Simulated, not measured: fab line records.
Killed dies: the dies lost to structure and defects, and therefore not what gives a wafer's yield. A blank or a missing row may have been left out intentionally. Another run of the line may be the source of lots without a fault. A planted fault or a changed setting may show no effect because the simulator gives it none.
Which of the tools did it? -- flow n5-finfet -- Sampling: 12 lots, 33 wafers, 5 of 1938 route steps

WHAT THE GAUGES READ, wafer by wafer
The record holds no reading of a measuring or inspecting step that can be judged against a usual standard deviation.

EACH LOT AND THE TOOL THAT RAN IT (in order: tool; ch and the chambers of the sampled wafers; start)
lot,N5_BEOL_M7_STRIP_80,N5_BEOL_M7_PRE_CLEAN_45,N5_BEOL_M7_SURFACE_TREAT_79,N5_BEOL_M7_CMP_52,N5_PASSIVATION_PROBE_49
L762,"rie-diel-03 ch 1,2, day 11 22:32 or earlier","pvd-sputter-01, day 11 22:32","pvd-sputter-01, day 11 22:56","cmp-04 ch 0,2,3, day 11 23:42","prober-01, day 15 01:10"
L768,"rie-diel-03 ch 2,3, day 13 04:49 or earlier","pvd-sputter-03, day 13 04:49","pvd-sputter-01, day 13 05:17","cmp-04 ch 1,2, day 13 06:19","prober-02, day 16 03:28"
L767,"rie-diel-06 ch 0,1,3, day 13 15:59 or earlier","pvd-sputter-03, day 13 15:59","pvd-sputter-03, day 13 16:37","cmp-02 ch 0,1,3, day 13 17:43",-
L771,"rie-diel-03 ch 0,1,3, day 14 00:18 or earlier","pvd-sputter-01, day 14 00:18","pvd-sputter-02, day 14 00:44","cmp-02 ch 0,1,2, day 14 03:10",-
L777,"rie-diel-02 ch 0,3, day 15 11:07 or earlier","pvd-sputter-01, day 15 11:07","pvd-sputter-02, day 15 11:30","cmp-02 ch 1,3, day 15 12:33",-
L775,"rie-diel-02 ch 1,2, day 15 15:01 or earlier","pvd-sputter-03, day 15 15:01","pvd-sputter-02, day 15 15:37","cmp-02 ch 0,3, day 15 16:22",-
L779,"rie-diel-03 ch 1,2, day 15 15:49 or earlier","pvd-sputter-02, day 15 15:49","pvd-sputter-02, day 15 16:25","cmp-02 ch 0,1, day 15 17:18",-
L781,"rie-diel-02 ch 0,1, day 16 19:25 or earlier","pvd-sputter-02, day 16 19:25","pvd-sputter-01, day 16 20:27","cmp-03 ch 1,2, day 16 21:30",-
L782,"rie-diel-02 ch 0,1,2, day 16 20:52 or earlier","pvd-sputter-01, day 16 20:52","pvd-sputter-03, day 16 21:16","cmp-04 ch 1,2,3, day 16 22:39",-
L780,"rie-diel-06 ch 0,1,2, day 17 07:45 or earlier","pvd-sputter-03, day 17 07:45","pvd-sputter-03, day 17 08:20","cmp-04 ch 1,2, day 17 09:31",-
L785,"rie-diel-03 ch 0,1,2, day 17 15:56 or earlier","pvd-sputter-01, day 17 15:56","pvd-sputter-02, day 17 17:40","cmp-04 ch 0,2,3, day 17 19:02",-
L783,"rie-diel-02 ch 0,1,2, day 18 22:22 or earlier","pvd-sputter-02, day 18 22:22","pvd-sputter-02, day 18 22:44","cmp-04 ch 1,2,3, day 18 23:35",-
- N5_BEOL_M7_STRIP_80: strips in N2/H2, time 10 s.
- N5_BEOL_M7_PRE_CLEAN_45: time 30 s.
- N5_BEOL_M7_SURFACE_TREAT_79
- N5_BEOL_M7_CMP_52: polishes, stops on SiCOH lowk, t overpolish 6.9 s, target thk 80 nm.
- N5_PASSIVATION_PROBE_49

AS READ BY THE TOOLS THEMSELVES (means over the sampled wafers that have a number; for cases with no such wafer, the mark the record gives instead)
N5_BEOL_M7_STRIP_80. Usual: drypump-motor-current-A 5.7 A, standard deviation 0.36; oes-product-au 0.81 a.u., standard deviation 0.085; rf-vpp-V 59.1 V, standard deviation 0.79; showerhead-plenum-p-Torr 2.54 Torr, standard deviation 0.11; throttle-valve-pct 23.6 %, standard deviation 0.38.
lot,tool,drypump-motor-current-A (A),oes-product-au (a.u.),rf-vpp-V (V),showerhead-plenum-p-Torr (Torr),throttle-valve-pct (%),flag
L762,rie-diel-03,6.1,0.79,58.8,2.66,24.0,
L768,rie-diel-03,5.5,0.85,59.2,2.70,23.8,
L767,rie-diel-06,5.7,0.89,59.6,2.52,23.0,
L771,rie-diel-03,5.7,0.88,59.1,2.60,23.6,
L777,rie-diel-02,5.8,0.81,59.0,2.56,23.9,
L775,rie-diel-02,5.6,0.73,58.5,2.37,23.6,
L779,rie-diel-03,6.0,0.90,60.5,2.63,23.9,
L781,rie-diel-02,5.5,0.79,58.8,2.46,23.8,
L782,rie-diel-02,5.6,0.78,58.4,2.41,23.8,
L780,rie-diel-06,5.7,0.84,58.6,2.55,23.1,
L785,rie-diel-03,6.0,0.83,59.4,2.59,23.7,
L783,rie-diel-02,5.6,0.77,59.2,2.40,23.8,

N5_BEOL_M7_PRE_CLEAN_45. Usual: heater-power-w at 334 W, with a standard deviation of 32.
lot,tool,heater-power-w (W),flag
L762,pvd-sputter-01,334,
L768,pvd-sputter-03,304,
L767,pvd-sputter-03,307,
L771,pvd-sputter-01,334,
L777,pvd-sputter-01,322,
L775,pvd-sputter-03,312,
L779,pvd-sputter-02,402,
L781,pvd-sputter-02,335,
L782,pvd-sputter-01,334,
L780,pvd-sputter-03,315,
L785,pvd-sputter-01,327,
L783,pvd-sputter-02,373,

N5_BEOL_M7_CMP_52. Usual: barrier-field-endpoint-s 29.2 s, standard deviation 1; motor-current-A 6.1 A, standard deviation 0.39; overpolish-run-s 6.901 s, standard deviation 0.0091; time-to-endpoint-s 63 s, standard deviation 4.8.
lot,tool,barrier-field-endpoint-s (s),motor-current-A (A),overpolish-run-s (s),time-to-endpoint-s (s),flag
L762,cmp-04,29.7,6.0,6.895,64,
L768,cmp-04,28.1,6.2,6.901,61,
L767,cmp-02,28.9,6.6,6.897,64,
L771,cmp-02,28.8,6.5,6.901,64,
L777,cmp-02,16.1,6.8,6.906,34,OFF
L775,cmp-02,22.9,6.4,6.897,50,OFF
L779,cmp-02,23.7,6.7,6.888,52,OFF
L781,cmp-03,30.0,5.5,6.904,64,
L782,cmp-04,28.3,6.1,6.907,58,
L780,cmp-04,27.8,6.1,6.896,56,
L785,cmp-04,29.5,6.1,6.899,67,
L783,cmp-04,28.4,6.1,6.898,62,

N5_PASSIVATION_PROBE_49. Usual: defect-limited-yield 91.4 %, standard deviation 1.4; killed_at_M0_to_M3 34, standard deviation 9.1; killed_at_M4_up 14, standard deviation 5.2; killed-at-contacts 12, standard deviation 6.4; killed-at-front-end 38, standard deviation 11; killed-at-other 3.7, standard deviation 2.8; killed-dies 102, standard deviation 17; killed-open 68, standard deviation 13; killed-short 32, standard deviation 7.8; sort_bin_4_leakage 0.05 %, standard deviation 0.3; sort_bin_5_function 5.1 %, standard deviation 1; sort_bin_6_memory 3.2 %, standard deviation 0.66; sort-n-pass 1076, standard deviation 19; sort-yield-pct 91.2 %, standard deviation 1.6.
lot,tool,defect-limited-yield (%),killed_at_M0_to_M3,killed_at_M4_up,killed-at-contacts,killed-at-front-end,killed-at-other,killed-dies,killed-open,killed-short,sort_bin_4_leakage (%),sort_bin_5_function (%),sort_bin_6_memory (%),sort-n-pass,sort-yield-pct (%),flag
L762,prober-01,91.7,36,14,10,34,3.7,98,68,29,0.00,5.3,2.8,1082,91.7,
L768,prober-02,90.2,39,12,18,43,4.7,116,82,34,0.00,5.8,3.5,1064,90.2,

THE ANSWER, worked out from the rows above alone
Rule: take the mean of a lot's wafers that have a number; if it is more than 3 standard deviations from the usual mean, the lot is off. A lot without any number at a reading at which 4 lots or more have one is off too. Any other lot the step has rows for is counted as sound. First the gauges in route order, then the tools' own readings, where a lot's mean is used as printed above. At the first step where some lot is off, the reading lying furthest off is the one used; lots without a number count as furthest.
Off at N5_BEOL_M7_CMP_52 (barrier-field-endpoint-s): L777, L775, L779.
If a tool, at that step or one of the process steps before it, ran each lot that is off and ran no sound lot following the first of them, it fits. Because N5_BEOL_M7_STRIP_80 lacks a start for some lots, the hours and order of its lots are taken from N5_BEOL_M7_PRE_CLEAN_45. One candidate fits, namely cmp-02 at N5_BEOL_M7_CMP_52. A fault onset in the window from L771 (day 14 03:10, its last sound lot) to L777 (day 15 12:33, its first lot off) fits.
The tool's own readings at N5_BEOL_M7_CMP_52 bear it out: on the lots that are off they differ by more than 5 times the standard deviation of the sound lots' means. barrier-field-endpoint-s reads 20.9 s there against 28.8 s on the sound lots; time-to-endpoint-s reads 45 s there against 62 s on the sound lots.

WHAT WAS PUT IN BY THE SIMULATOR
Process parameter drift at N5_BEOL_M7_CMP_52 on cmp-02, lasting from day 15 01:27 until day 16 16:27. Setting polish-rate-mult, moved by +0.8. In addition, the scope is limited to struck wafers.
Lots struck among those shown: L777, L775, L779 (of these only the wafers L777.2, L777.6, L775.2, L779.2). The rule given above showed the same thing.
